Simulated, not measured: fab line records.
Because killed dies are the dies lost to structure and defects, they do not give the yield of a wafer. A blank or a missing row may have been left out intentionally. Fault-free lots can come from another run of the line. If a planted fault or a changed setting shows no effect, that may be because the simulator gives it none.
Lot-split experiment | flow n5Finfet | route with 1938 steps; 7 lots, 21 wafers read

## THE SPLIT ITSELF
At N5_PASSIVATION_ETCH_54 (etches SiO2 in CHF3/O2, target depth 880 nm, time 440 s), the setting biasW was moved away from the recipe's 170 W on 6 of the 21 wafers read, by -17.5% to +15.2%. All remaining wafers had this setting at the recipe value.

The reading comes from the split's own step.

## THE READING
rfVppV, in V, at N5_PASSIVATION_ETCH_54 (etches SiO2 in CHF3/O2, target depth 880 nm, time 440 s). Typical for fault-free wafers on this fab line: 523 V, with standard deviation 8.9 V.

wafer  | tool, chamber at the split | biasW as run, W | against the recipe | rfVppV, V | against lot-mates on the recipe
L075.1 | rieDiel-01, 1              | 170             | recipe             | 514       | -
L075.3 | rieDiel-01, 2              | 170             | recipe             | 527       | -
L075.4 | rieDiel-01, 3              | 170             | recipe             | 533       | -
L081.1 | rieDiel-03, 0              | 140.3           | -17.5%             | 454       | -60
L081.2 | rieDiel-03, 2              | 170             | recipe             | 513       | -
L081.6 | rieDiel-03, 2              | 170             | recipe             | 514       | -
L086.3 | rieDiel-06, 2              | 179             | +5.3%              | 532       | -8
L086.5 | rieDiel-06, 0              | 170             | recipe             | 540       | -
L086.6 | rieDiel-06, 3              | 179             | +5.3%              | 538       | -2
L090.1 | rieDiel-01, 1              | 170             | recipe             | 511       | -
L090.3 | rieDiel-01, 2              | 170             | recipe             | 527       | -
L090.6 | rieDiel-01, 2              | 170             | recipe             | 526       | -
L094.1 | rieDiel-06, 2              | 195.9           | +15.2%             | 571       | +30
L094.3 | rieDiel-06, 1              | 170             | recipe             | 541       | -
L094.5 | rieDiel-06, 0              | 195.9           | +15.2%             | 606       | +65
L095.1 | rieDiel-01, 0              | 170             | recipe             | 524       | -
L095.2 | rieDiel-01, 1              | 170             | recipe             | 513       | -
L095.4 | rieDiel-01, 3              | 170             | recipe             | 531       | -
L097.3 | rieDiel-03, 0              | 170             | recipe             | 531       | -
L097.4 | rieDiel-03, 1              | 145.9           | -14.2%             | 463       | -59
L097.6 | rieDiel-03, 2              | 170             | recipe             | 513       | -

FIT RESULTS
A straight line over all 21 wafers: rfVppV changes by +4.07 V for each +1% of biasW; r = +0.94; the points scatter about the line by 11 V.
The same after taking each lot's own level away (the mean of its wafers on the recipe; 21 wafers): +3.21 V for each +1%; r = +0.91; scatter 11 V.
Per that fit: largest biasW move, reading shift of 56 V.
The lots' own levels span 513.5 to 541.0 V, that is 3.1 times the standard deviation above.
Thus the slope moves with the lot-to-lot level: the two fits are different.
Check: for one of the wafers moved furthest among these (-17.5%), held out of the fit, the line's prediction against its lot-mates is -59 V. It came out at -59.5 V against them.
Tool readings at the split's step, against how far the setting was moved: rfVppV r = +0.94.

## THE WHOLE CHAIN: every reading that the file lists as answering this split, in the file's order
step                    | what it does                                            | reading                                                                     | change (the file's fit)                                                       | r (the file's)
N5_PASSIVATION_ETCH_54  | etches SiO2 in CHF3/O2, target depth 880 nm, time 440 s | rfVppV                                                                      | +3.36 V for each +1% of the setting                                           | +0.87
N5_PASSIVATION_ETCH_54  | etches SiO2 in CHF3/O2, target depth 880 nm, time 440 s | etch.depthNm (the simulator's own value, which no gauge read)               | +3.24 nm for each +1% of the setting                                          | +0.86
N5_PASSIVATION_ETCH_54  | etches SiO2 in CHF3/O2, target depth 880 nm, time 440 s | PASSIVATION.featureDepthNm (the simulator's own value, which no gauge read) | +3.24 nm for each +1% of the setting                                          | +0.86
N5_PASSIVATION_PROBE_49 |                                                         | killedAtOther                                                               | not straight: 1078 at the lowest setting, 6.8 at the recipe, 2 at the highest | not given

## FILE'S OWN FIT
rfVppV changes by +3.36 V for each +1% of biasW, r = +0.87.
